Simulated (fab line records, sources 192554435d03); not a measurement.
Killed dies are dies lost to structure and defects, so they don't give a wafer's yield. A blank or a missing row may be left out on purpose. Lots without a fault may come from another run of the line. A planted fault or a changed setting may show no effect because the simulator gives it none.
fab line records | flow n5_finfet
record lots=6 wafers=18 last_day=17
route steps=1938 shown GATE_CUT@465 BEOL_M4@1111 PASSIVATION@1936
lots that met no fault: from a run of the same line without faults
start_h: hours from the record's first day to the start of the lot's first wafer shown | wait_h: hours since the lot's step before | " the same as in the row above | L1.1+2: a row that stands for several wafers | - no value, or no start given | * or withheld: withheld | < > ~ a bound
route shown NAME@n: a module of which the file shows steps, and the number in the route of the first | usual: mean/standard deviation of fault-free wafers | same: alike in all rows | chamber/n: place in a boat | sites: the reading at each site | _std_site: their standard deviation | _edge_site: outer sites' mean less inner sites' | radius_mm: how far each site lies from the wafer's centre | mask NAME#n: copy n | behind: the tool/chamber that last shaped the wafer | hold: why the lot was held/for how many hours/how that ended | device: the transistor (n, p or np) that didn't switch | end of line: the same wafers' tests at the end of the route | a step without rows: its recipe alone | killed: dies lost to structure and defects at the first sort, not the wafer's yield | map: a wafer's dies, x killed, . not, _ none there
set.NAME: the setting as run; set.NAME@STEP: as run at that earlier step | model.NAME: the simulator's own value behind a step, which no gauge read
lots at some steps of the route; a table a step, a row a wafer
services: from which hour (start_h, from the record's first day; less than 0 if before it) a tool's chamber was out of use, for how many hours, and why
## steps
# step N5_GATE_CUT_ETCHBACK_00
# recipe chemistry=SF6/Cl2 target=W pressure_mtorr=8 icp_w=900 bias_w=80 SF6_flow_sccm=40 Cl2_flow_sccm=60
# usual SF6_flow_sccm=40.01/0.12 drypump_motor_current_A=5.8/0.42 oes_product_au=0.79/0.083 throttle_valve_pct=27.61/0.18
# columns lot.wafer tool chamber start_h wait_h SF6_flow_sccm drypump_motor_current_A oes_product_au rf_hours_counter_h throttle_valve_pct
L774.2 rie_metal-02 1 110.98 0.0 39.99 5.8 0.97 1 27.42
L774.5 " 1 " " 39.99 5.7 0.96 - 27.44
L774.6 " 0 " " 40.13 5.2 0.80 - 27.36
L779.2 rie_metal-02 0 146.51 0.0 40.11 5.2 0.78 35 27.38
L779.5 " 0 " " 40.07 5.2 0.79 - 27.37
L779.6 " 1 " " 40.01 5.8 0.93 - 27.43
L782.2 rie_metal-03 0 160.86 0.0 39.80 6.4 0.68 96 27.73
L782.4 " 0 " " 39.81 6.4 0.67 - 27.77
L782.5 " 1 " " 39.92 6.0 0.77 - 27.72
L786.1 rie_metal-01 1 182.97 0.0 39.94 6.2 0.81 34 27.75
L786.4 " 1 " " 40.04 6.1 0.81 - 27.76
L786.6 " 1 " " 40.10 6.2 0.80 - 27.75
L789.2 rie_metal-03 0 201.94 0.0 39.97 6.4 0.66 100 27.76
L789.4 " 0 " " 39.94 6.4 0.66 - 27.76
L789.6 " 1 " " 39.79 6.1 0.77 - 27.72
L791.1 rie_metal-02 1 212.56 0.0 40.13 5.8 0.89 9 27.45
L791.2 " 0 " " 40.00 5.2 0.77 40 27.39
L791.4 " 1 " " 40.04 5.7 0.90 - 27.46
# step N5_GATE_CUT_ETCH_56
# recipe chemistry=Cl2/Ar target=TiN target_depth_a=216 pressure_mtorr=10 icp_w=600 bias_w=60 Cl2_flow_sccm=40 Ar_flow_sccm=60
# step N5_GATE_CUT_ETCHBACK_30
# recipe chemistry=Cl2/Ar target=TiN target_depth_a=30 mode=isotropic pressure_mtorr=10 icp_w=600 bias_w=60 Cl2_flow_sccm=40 Ar_flow_sccm=60
# step N5_GATE_CUT_VAPOR_ETCH_60
# recipe chemistry=BCl3/Cl2 target=HfO2 mode=isotropic
# usual drypump_motor_current_A=5.8/0.43 oes_product_au=0.79/0.083
# columns lot.wafer tool chamber start_h wait_h drypump_motor_current_A oes_product_au
L774.2 rie_metal-02 1 111.22 0.0 5.8 0.96
L774.5 " 1 " " 5.8 0.95
L774.6 " 0 " " 5.2 0.80
L779.2 rie_metal-02 0 146.75 0.0 5.2 0.79
L779.5 " 0 " " 5.2 0.78
L779.6 " 1 " " 5.7 0.93
L782.2 rie_metal-03 0 161.10 0.0 6.4 0.67
L782.4 " 0 " " 6.4 0.68
L782.5 " 1 " " 6.1 0.78
L786.1 rie_metal-01 1 183.21 0.0 6.2 0.80
L786.4 " 1 " " 6.2 0.80
L786.6 " 1 " " 6.1 0.80
L789.2 rie_metal-03 0 202.18 0.0 6.4 0.66
L789.4 " 0 " " 6.5 0.67
L789.6 " 1 " " 6.0 0.76
L791.1 rie_metal-02 1 212.80 0.0 5.7 0.90
L791.2 " 0 " " 5.2 0.78
L791.4 " 1 " " 5.8 0.90
# step N5_GATE_CUT_ETCH_58
# recipe chemistry=CH3F/O2 target=SiNx target_depth_a=170 time_s=128.6 ion_energy_ev=50 pressure_mtorr=30 source_w=415 bias_w=21 Ar_flow_sccm=150 CH3F_flow_sccm=30 O2_flow_sccm=20
# step N5_GATE_CUT_STRIP_59
# recipe chemistry=N2/H2 time_s=20 power_w=100 temp_c=40 pressure_mtorr=100 rf_frequency_hz=6e+07 bias_power_w=3 n2_flow_sccm=300 h2_flow_sccm=300
# step N5_GATE_CUT_PRECLEAN_31
# recipe temp_c=23 chemistry=DIW time_s=300
# step N5_GATE_CUT_SRD_32
# recipe time_s=30 temp_c=23 rinse_liquid=diw dry=ipa_marangoni
# step N5_GATE_CUT_SAC_CAP_01
# recipe material=SiNx target_thk_a=240 temp_c=400 ald_precursor_family=SiH2I2 ald_co_reactant=N2/H2-plasma pulse_time_s=1 ald_cycles=480 purge_time_s=2 co_reactant_purge_time_s=2 pressure_torr=2
# step N5_GATE_CUT_PECVD_57
# recipe material=SiNx target_thk_a=210 temp_c=400 precursor=SiH4/NH3/N2 pressure_torr=1.5 rf_w=300
# usual heater_power_w=728/78 showerhead_plenum_p_Torr=5.13/0.079 throttle_valve_pct=39.7/2
# columns lot.wafer tool chamber start_h wait_h heater_power_w showerhead_plenum_p_Torr throttle_valve_pct
L774.2 pecvd-01 1 113.80 1.1 781 5.05 39.7
L774.5 " 0 " " 821 4.99 40.3
L774.6 " 2 " " 666 5.10 37.7
L779.2 pecvd-03 1 149.32 1.1 644 5.18 41.4
L779.5 " 2 " " 590 5.23 38.0
L779.6 " 0 " " 627 5.19 41.0
L782.2 pecvd-03 1 163.66 1.1 680 5.20 41.5
L782.4 " 2 " " 597 5.23 38.4
L782.5 " 1 " " 680 5.19 41.4
L786.1 pecvd-03 2 187.32 1.1 592 5.24 38.3
L786.4 " 0 " " 733 5.20 41.2
L786.6 " 1 " " 707 5.18 41.7
L789.2 pecvd-02 2 204.83 1.1 690 5.12 34.9
L789.4 " 2 " " 697 5.12 35.2
L789.6 " 1 " " 835 5.19 41.5
L791.1 pecvd-03 1 215.90 1.1 733 5.17 41.3
L791.2 " 0 " " 620 5.20 41.4
L791.4 " 1 " " 777 5.19 41.2
# step N5_GATE_CUT_CMP_02
# recipe stop_on=SiO2 t_overpolish_s=12.7 post_cmp_clean=alkaline_brush down_force_psi=2.5 platen_rpm=51.8 pad_velocity_m_s=1.0307 target_thk_nm=0
# usual edge_zone_pressure_frac=1.000/0.0052 head_pressure_psi=2.500/0.0053 motor_current_A=9.0/0.95 overpolish_run_s=12.700/0.0099 slurry_flow_ml_min=150.0/0.47 time_to_endpoint_s=25.6/2.2
# same t_overpolish_s=12.7
# columns lot.wafer tool chamber start_h wait_h edge_zone_pressure_frac head_pressure_psi motor_current_A overpolish_run_s slurry_flow_ml_min time_to_endpoint_s
L774.2 cmp-04 3 113.95 0.1 0.999 2.489 9.4 12.724 150.2 26.2
L774.5 " 2 " " 1.004 2.496 9.5 12.702 150.5 21.1
L774.6 " 3 " " 1.004 2.497 9.9 12.684 150.0 27.6
L779.2 cmp-02 0 149.43 0.1 1.000 2.495 9.4 12.683 149.0 22.3
L779.6 " 3 " " 1.001 2.506 7.6 12.700 150.4 26.1
L779.5 " 0 " " 1.002 2.498 9.8 12.706 150.0 24.0
L782.4 cmp-02 2 163.74 0.0 1.000 2.508 10.4 12.705 150.2 26.8
L782.2 " 0 " " 0.995 2.497 9.9 12.698 151.0 26.2
L782.5 " 3 " " 1.002 2.502 7.8 12.715 149.9 26.6
L786.1 cmp-02 2 187.39 0.1 0.999 2.498 10.3 12.690 150.6 27.0
L786.4 " 3 " " 1.002 2.487 7.6 12.704 150.0 26.7
L786.6 " 2 " " 1.001 2.496 10.1 12.700 149.7 26.9
L789.2 cmp-01 2 204.94 0.1 1.003 2.500 9.5 12.676 149.4 28.6
L789.4 " 0 " " 1.012 2.507 7.4 12.684 150.8 25.8
L789.6 " 2 " " 1.004 2.501 9.5 12.706 150.1 23.3
L791.4 cmp-02 0 215.99 0.1 0.996 2.494 9.7 12.702 150.9 24.5
L791.2 " 2 " " 0.994 2.504 11.2 12.710 149.8 28.5
L791.1 " 3 " " 1.000 2.512 8.0 12.681 150.4 24.4
# step N5_GATE_CUT_HM_DEP_46
# recipe material=SiO2 target_thk_a=1300 temp_c=400 precursor=TEOS/O2 pressure_torr=6.5 rf_w=900 teos_flow_sccm=161.4 gas=O2 flow_sccm=2650 time_s=26.6
# usual heater_power_w=532/82 showerhead_plenum_p_Torr=8.34/0.044 throttle_valve_pct=18.4/0.97
# columns lot.wafer tool chamber start_h wait_h heater_power_w showerhead_plenum_p_Torr throttle_valve_pct
L774.2 pecvd-03 2 114.24 0.0 438 8.39 17.9
L774.5 " 0 " " 410 8.36 19.0
L774.6 " 2 " " 449 8.40 18.0
L779.2 pecvd-02 1 149.72 0.0 670 8.35 19.1
L779.5 " 1 " " 674 8.40 19.4
L779.6 " 0 " " 666 8.37 19.2
L782.2 pecvd-02 2 164.07 0.0 389 8.33 16.2
L782.4 " 0 " " 617 8.35 19.1
L782.5 " 1 " " 567 8.39 19.2
L786.1 pecvd-02 2 187.73 0.0 440 8.32 16.4
L786.4 " 1 " " 630 8.37 19.1
L786.6 " 0 " " 654 8.39 19.3
L789.2 pecvd-01 0 205.23 0.0 605 8.27 19.0
L789.4 " 2 " " 533 8.32 17.8
L789.6 " 0 " " 598 8.26 18.6
L791.1 pecvd-01 1 216.32 0.0 588 8.28 18.4
L791.2 " 0 " " 596 8.24 18.7
L791.4 " 1 " " 579 8.30 18.8
# step N5_GATE_CUT_COAT_34
# recipe resist=SOC temp_c=250 time_s=60 spin_rpm=1500 resist_thk_nm=60
# step N5_GATE_CUT_COAT_35
# recipe resist=SiARC temp_c=220 time_s=60 spin_rpm=1500 resist_thk_nm=10
# step N5_GATE_CUT_COAT_27
# recipe resist=underlayer temp_c=205 time_s=60 spin_rpm=1500 resist_thk_nm=10
# step N5_GATE_CUT_COAT_07
# recipe resist=CAR-EUV spin_rpm=1500 resist_thk_nm=30
# step N5_GATE_CUT_EBR_09
# recipe solvent=PGMEA ebr_width_mm=1.5
# step N5_GATE_CUT_SOFTBAKE_08
# recipe temp_c=110 time_s=60 resist=CAR-EUV
# step N5_GATE_CUT_EXPOSE_10
# recipe mask_id=GATE_CUT na=0.33 source_shape=annular sigma_inner=0.35 sigma_outer=0.8 polarization=unpolarized target_cd_nm=20 dose_mj=43.25
# step N5_GATE_CUT_PEB_11
# recipe peb_temp_c=100 peb_time_s=60 resist=CAR-EUV
# step N5_GATE_CUT_DEVELOP_12
# recipe develop_time_s=30 developer=TMAH resist=CAR-EUV rinse_liquid=surfactant_rinse dry=air_spin dev_temp_c=23
# step N5_GATE_CUT_CD_MEAS_13
# recipe target_cd_nm=20 landing_energy_ev=500 detector=se_inlens
# usual cd_nm=20.03/0.24
# columns lot.wafer tool chamber start_h wait_h cd_nm
L774.2 cd_sem-01 0 114.71 - 20.18
L774.5 " 0 " " 19.99
L774.6 " 0 " " 19.87
L779.2 cd_sem-02 0 150.19 - 20.22
L779.5 " 0 " " 19.54
L779.6 " 0 " " 20.10
L782.2 cd_sem-03 0 164.40 - 20.29
L782.4 " 0 " " 19.76
L782.5 " 0 " " 19.85
L786.1 cd_sem-01 0 188.19 - 20.19
L786.4 " 0 " " 19.81
L786.6 " 0 " " 19.83
L789.2 cd_sem-03 0 205.57 - 20.00
L789.4 " 0 " " 20.22
L789.6 " 0 " " 20.07
L791.1 cd_sem-03 0 216.66 - 20.02
L791.2 " 0 " " 19.72
L791.4 " 0 " " 19.79
# step N5_GATE_CUT_OVL_MEAS_14
# recipe points_per_wafer=522
# usual GATE_CUT_OVL=0.3/0.66
# columns lot.wafer tool chamber start_h wait_h GATE_CUT_OVL[nm]
L774.2 overlay-02 0 114.74 0.0 0.8
L774.5 " 0 " " 1.1
L774.6 " 0 " " 0.7
L779.2 overlay-02 0 150.22 0.0 -0.3
L779.5 " 0 " " 0.2
L779.6 " 0 " " 0.2
L782.2 overlay-02 0 164.44 0.0 0.4
L782.4 " 0 " " 0.6
L782.5 " 0 " " 0.8
L786.1 overlay-02 0 188.22 0.0 0.3
L786.4 " 0 " " -0.2
L786.6 " 0 " " 0.2
L789.2 overlay-01 0 205.61 0.0 0.9
L789.4 " 0 " " 0.6
L789.6 " 0 " " 0.1
L791.1 overlay-01 0 216.69 0.0 0.4
L791.2 " 0 " " 0.5
L791.4 " 0 " " 1.5
# step N5_GATE_CUT_INSPECT_15
# recipe mode=adi inspect_instrument=brightfield
# usual raw_defect_count=135/40
# columns lot.wafer tool chamber start_h wait_h raw_defect_count
L774.2 defect_inspect-02 - 114.79 0.0 112
L774.5 " - " " 118
L774.6 " - " " 137
L779.2 defect_inspect-01 - 150.27 0.0 161
L779.5 " - " " 108
L779.6 " - " " 82
L782.2 defect_inspect-02 - 164.49 0.0 1205
L782.4 " - " " 1171
L782.5 " - " " 1158
L786.1 defect_inspect-01 - 188.28 0.1 1129
L786.4 " - " " 1106
L786.6 " - " " 1175
L789.2 defect_inspect-02 - 205.67 0.1 150
L789.4 " - " " 203
L789.6 " - " " 123
L791.1 defect_inspect-02 - 216.75 0.1 186
L791.2 " - " " 134
L791.4 " - " " 210
# step N5_GATE_CUT_DESCUM_18
# recipe chemistry=O2 time_s=7 source_power_w=50 bias_power_w=20 pressure_mtorr=20 rf_frequency_hz=2.712e+07 temp_c=40 resist=CAR-EUV o2_flow_sccm=225
# usual drypump_motor_current_A=5.8/0.38 oes_product_au=0.74/0.055 rf_vpp_V=242.5/1.4 showerhead_plenum_p_Torr=2.06/0.07 throttle_valve_pct=20.51/0.23
# columns lot.wafer tool chamber start_h wait_h drypump_motor_current_A oes_product_au rf_hours_counter_h rf_vpp_V showerhead_plenum_p_Torr throttle_valve_pct
L774.2 rie_diel-06 2 114.89 0.1 5.6 0.81 124 238.9 1.93 20.52
L774.5 " 2 " " 5.6 0.79 - 240.5 1.93 20.53
L774.6 " 3 " " 6.2 0.78 - 242.8 2.09 20.84
L779.2 rie_diel-01 1 150.31 0.0 6.1 0.73 204 242.0 2.07 20.64
L779.5 " 3 " " 5.6 0.72 - 244.7 2.18 20.69
L779.6 " 0 " " 6.2 0.73 - 240.6 1.99 20.56
L782.2 rie_diel-05 2 164.53 0.0 6.2 0.69 223 239.8 1.99 20.15
L782.4 " 1 " " 6.0 0.75 170 243.3 2.08 20.19
L782.5 " 3 " " 6.2 0.69 - 245.0 2.17 20.63
L786.1 rie_diel-05 0 188.31 0.0 6.4 0.69 249 241.2 1.96 20.97
L786.4 " 2 " " 6.2 0.69 229 241.7 1.98 20.17
L786.6 " 1 " " 6.1 0.73 - 242.0 2.08 20.21
L789.2 rie_diel-06 3 205.89 0.2 6.2 0.74 167 242.9 2.08 20.88
L789.4 " 0 " " 5.7 0.74 - 243.2 2.07 20.45
L789.6 " 3 " " 6.2 0.74 - 243.3 2.08 20.91
L791.1 rie_diel-01 0 216.78 0.0 6.2 0.71 220 241.3 1.98 20.61
L791.2 " 1 " " 6.1 0.71 223 244.4 2.06 20.67
L791.4 " 3 " " 5.6 0.70 201 244.5 2.17 20.74
# step N5_BEOL_M4_RC_MEAS_101
# usual DIBL_N=36.0/1.7 DIBL_P=35.8/2 IOFF_N=0.15/0.03 IOFF_P=0.20/0.037 ION_N=670/12 ION_P=460/7.2 SS_N=71.5/0.68 SS_P=73.2/0.65 VT_N=250/3.1 VT_P=-251/3.4
# columns lot.wafer tool chamber start_h wait_h DIBL_N[mV/V] DIBL_P[mV/V] IOFF_N[nA/um] IOFF_P[nA/um] ION_N[uA/um] ION_P[uA/um] SS_N[mV/dec] SS_P[mV/dec] VT_N[mV] VT_P[mV]
L774.2 prober-02 0 200.98 0.2 34.7 36.2 0.13 0.17 664 452 71.1 73.1 253 -256
L774.5 " 0 " " 34.8 36.9 0.14 0.19 663 460 72.1 73.5 252 -254
L774.6 " 0 " " 33.4 33.6 0.12 0.16 665 456 70.5 72.8 254 -255
L779.2 prober-01 0 237.66 0.2 34.9 33.6 0.13 0.19 654 455 71.2 72.4 252 -248
L779.5 " 0 " " 34.3 33.0 0.12 0.18 659 460 70.6 73.1 252 -251
L779.6 " 0 " " 36.8 36.2 0.15 0.21 660 450 71.4 73.0 250 -250
L782.2 prober-01 0 255.17 0.2 34.9 33.4 0.12 0.16 661 460 71.3 72.5 253 -253
L782.4 " 0 " " 36.6 35.5 0.14 0.19 663 456 71.4 73.0 251 -250
L782.5 " 0 " " 36.3 35.3 0.14 0.19 667 458 72.2 73.2 252 -251
L786.1 prober-02 0 281.94 0.0 33.0 31.7 0.11 0.16 661 464 70.7 71.9 253 -251
L786.4 " 0 " " 34.2 32.2 0.12 0.16 659 452 70.9 72.3 256 -252
L786.6 " 0 " " 34.5 33.0 0.12 0.18 661 463 71.3 72.0 254 -250
L789.2 prober-02 0 299.25 0.2 34.0 33.3 0.12 0.18 663 460 71.1 73.0 257 -253
L789.4 " 0 " " 37.0 36.0 0.17 0.21 681 465 71.7 72.9 249 -254
L789.6 " 0 " " 35.8 35.1 0.14 0.19 661 457 71.2 72.5 254 -254
L791.1 prober-02 0 305.10 0.0 36.5 36.3 0.16 0.22 680 466 71.0 73.4 249 -250
L791.2 " 0 " " 39.0 38.8 0.23 0.27 699 471 71.5 74.2 242 -246
L791.4 " 0 " " 38.6 38.2 0.20 0.26 688 468 71.6 74.0 245 -246
# step N5_PASSIVATION_PROBE_49
# usual defect_limited_yield=91.4/1.5 killed_at_M0_to_M3=32/9.8 killed_at_M4_up=15/5.6 killed_at_contacts=12/5.4 killed_at_front_end=40/13 killed_at_other=3.0/2.1 killed_dies=102/17 killed_open=67/13 killed_short=32/7.1 sort_bin_5_function=5.1/0.96 sort_bin_6_memory=3.2/0.7 sort_n_pass=1078/18 sort_yield_pct=91.3/1.5
# same gross_dies=1180 killed_at_back_side=0 sort_bin_4_leakage[%]=0 sort_bin_8_speed[%]=0
# columns lot.wafer tool chamber start_h wait_h defect_limited_yield[%] killed_at_M0_to_M3 killed_at_M4_up killed_at_contacts killed_at_front_end killed_at_other killed_dies killed_open killed_short sort_bin_5_function[%] sort_bin_6_memory[%] sort_n_pass sort_yield_pct[%]
L782.2 prober-02 - 359.85 0.1 83.4 19 25 12 138 2 196 63 34 10.3 3.5 984 83.4
L782.4 prober-02 - 359.95 0.2 81.4 29 13 10 163 4 219 63 22 11.3 3.6 961 81.4
L782.5 prober-02 - 360.00 0.2 81.1 9 18 10 184 2 223 59 21 10.6 4.7 957 81.1
L786.1 prober-02 - 393.83 0.0 85.2 30 13 11 118 3 175 55 23 8.3 3.1 1005 85.2
L786.4 prober-02 - 393.98 0.2 81.9 21 8 8 175 2 214 49 12 11.9 2.8 966 81.9
L786.6 prober-02 - 394.08 0.3 82.0 27 13 14 155 3 212 52 27 10.0 3.6 968 82.0
# killed by level:class
L782.2 GATE_CUT:unspecified=98 FIN_SAQP:geometric_particle:open=13 MOL_CONTACT_COAG:geometric_particle:open=9 BEOL_M4:geometric_particle:open=6 BEOL_M0_SAQP:geometric_particle:open=5 BEOL_M0_SAQP:geometric_particle:short=5 BEOL_M4:geometric_particle:short=5 BEOL_M3:geometric_particle:open=4
L782.4 GATE_CUT:unspecified=131 MOL_CONTACT_COAG:geometric_particle:open=9 FIN_SAQP:geometric_particle:open=8 BEOL_M3:geometric_particle:open=7 BEOL_M4:geometric_particle:open=7 BEOL_M2:geometric_particle:open=6 FIN_SAQP:geometric_particle:short=5 BEOL_M0_SAQP:geometric_particle:open=5
L782.5 GATE_CUT:unspecified=143 FIN_SAQP:geometric_particle:open=17 MOL_CONTACT_COAG:geometric_particle:open=10 GATE_CUT:geometric_particle:short=8 FIN_SAQP:geometric_particle:short=6 GATE_CUT:geometric_particle:open=5 BEOL_M4:geometric_particle:open=4 BEOL_M2:geometric_particle:open=3
L786.1 GATE_CUT:unspecified=93 BEOL_M2:geometric_particle:open=12 STI_FIN_REVEAL:geometric_particle:open=6 MOL_CONTACT_COAG:geometric_particle:open=6 BEOL_M1:geometric_particle:open=6 MOL_CONTACT_COAG:geometric_particle:short=5 BEOL_M5:geometric_particle:open=4 HKMG_FIN:area_etch=4
L786.4 GATE_CUT:unspecified=150 BEOL_M2:geometric_particle:open=11 MOL_CONTACT_COAG:geometric_particle:open=7 DUMMY_GATE:geometric_particle:open=6 BEOL_M0_SAQP:geometric_particle:open=4 STI_FIN_REVEAL:geometric_particle:open=3 FIN_SAQP:geometric_particle:open=2 FIN_SAQP:geometric_particle:short=2
L786.6 GATE_CUT:unspecified=128 MOL_CONTACT_COAG:geometric_particle:open=13 BEOL_M2:geometric_particle:open=7 FIN_SAQP:geometric_particle:short=5 STI_FIN_REVEAL:geometric_particle:open=5 BEOL_M0_SAQP:geometric_particle:short=5 BEOL_M2:geometric_particle:short=5 BEOL_M4:geometric_particle:open=4
# map L782.5 (x killed, . not)
_________________......x.....________________
______________.x.x.............._____________
___________........x....x..........__________
__________..............x.....x..x.._________
________...................x.........._______
_______...x....................x.......______
______...x....................xx...x...._____
_____............x...............x.......____
____...x..................................___
___..x........x........x..........x........__
___...................................x....__
__.x.........x.......xx....................._
__..................................x......._
_....x......................x................
_.......................x....................
_.......x............x.x........x....x...x...
_...........................x..xx..x.........
_....................x...........x...........
_...x.............xx.......x......x..........
_...x.................................x......
_...x...........x.......xxx..................
__...............x......x.x.xxx............._
__.....x...x.x....x..x.x.xx..xx.x.x......x.._
___.................xxxxxxxxxxxx...........__
___..............xx.xxxxxxxxxxxx.x.........__
____........x.....xxx.xxxxxxxxxxxxx....x..___
_____..............x.xxxxxxxxxxxxxx......____
______.........x.x.xxxxxxxxxxxxxxx......_____
_______.....x.......xxxxxxxxxxxxxx.....______
________............xxxxxxxxxxxxxxx..._______
__________......xxxxxxxxxxxxxxxxxx.._________
___________...........xxxxxxxxx....__________
______________......x.xxxxxxxxx._____________
_________________.....x..xxxx________________
# map L786.4 (x killed, . not)
_________________...........x________________
______________.....x............_____________
___________........................__________
__________.............x.........x.._________
________..........x.....x............._______
_______..............x..x.x............______
______....x......x...x.................._____
_____................x...................____
____..x....x..x...........................___
___.........x..............................__
___......................................x.__
__..................x..........x..x........._
__..x......................................._
_...........x.............x...x....x....x....
_......................x......x..........x.x.
_..xx..........x.............................
_...............................xx........x..
_.......x....................x..............x
_..............x.........x...................
_..........................x.x.x.............
_......x...................x.................
__...x..........x...x..xxx.x....x..........._
__..xx..............x..xxxxxxxxx...x......xx_
___...........x.....xxxxxxxxxxxxx.x........__
___x...............xxxxxxxxxxxxxxx........x__
____..............xxxxxxxxxxxxxxxxx.......___
_____...............xxxxxxxxxxxxxx.x.....____
______........x.....xxxxxxxxxxxxxx...x.._____
_______.............xxxxxxxxxxxxxx.....______
________.........x..x.xxxxxxxxxxx.xx.._______
__________.x........xxxxxxxxxxxxx.xx_________
___________..x......x.xxxxxxxxxx...__________
______________......x..xx.xx...._____________
_________________........x..x________________
## services
# columns tool chamber start_h hours kind
pecvd-02 - 89.90 6.0 pm
cmp-04 - 97.58 0.8 repair
cmp-01 - 100.42 13.8 pm
rie_diel-06 0 101.16 4.5 repair
cmp-02 - 113.09 4.0 pm
pecvd-01 - 114.37 0.5 repair
rie_metal-03 0 119.79 21.1 repair
cmp-01 - 121.61 1.0 repair
rie_diel-01 3 123.80 3.1 repair
cmp-02 - 126.03 1.2 repair
cmp-04 - 128.05 1.6 repair
cmp-01 - 147.65 1.7 repair
rie_metal-01 - 154.78 0.8 repair
cmp-04 - 168.60 0.6 repair
cmp-04 - 176.36 1.2 repair
cmp-01 - 180.66 6.0 pm
pecvd-03 - 181.69 5.5 pm
rie_diel-06 0 190.33 6.5 repair
pecvd-02 - 191.46 0.7 repair
rie_diel-06 2 195.78 28.7 repair
rie_metal-03 - 196.00 0.4 repair
rie_diel-05 1 197.55 24.1 repair
rie_metal-02 - 203.10 2.8 pm
pecvd-02 - 206.66 0.6 repair
## key
first_sign step=N5_GATE_CUT_INSPECT_15 reading=raw_defect_count direction=up sigmas=26 usual=135 struck=1157
effect step=N5_PASSIVATION_PROBE_49 reading=killed_at_front_end direction=up sigmas=9.2 usual=40 struck=156
more_kills_born_at N5_GATE_CUT_HM_DEP_46@pecvd-02=743
met_at N5_GATE_CUT_HM_DEP_46
struck_wafers L782.2,L782.4,L782.5,L786.1,L786.4,L786.6
onset_between 149.72 164.07
fault kind=chamber_particle_source tool=pecvd-02 chamber=- onset_h=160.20 steps=N5_GATE_CUT_HM_DEP_46 rate_per_visit_cm2=1.6158 end_h=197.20
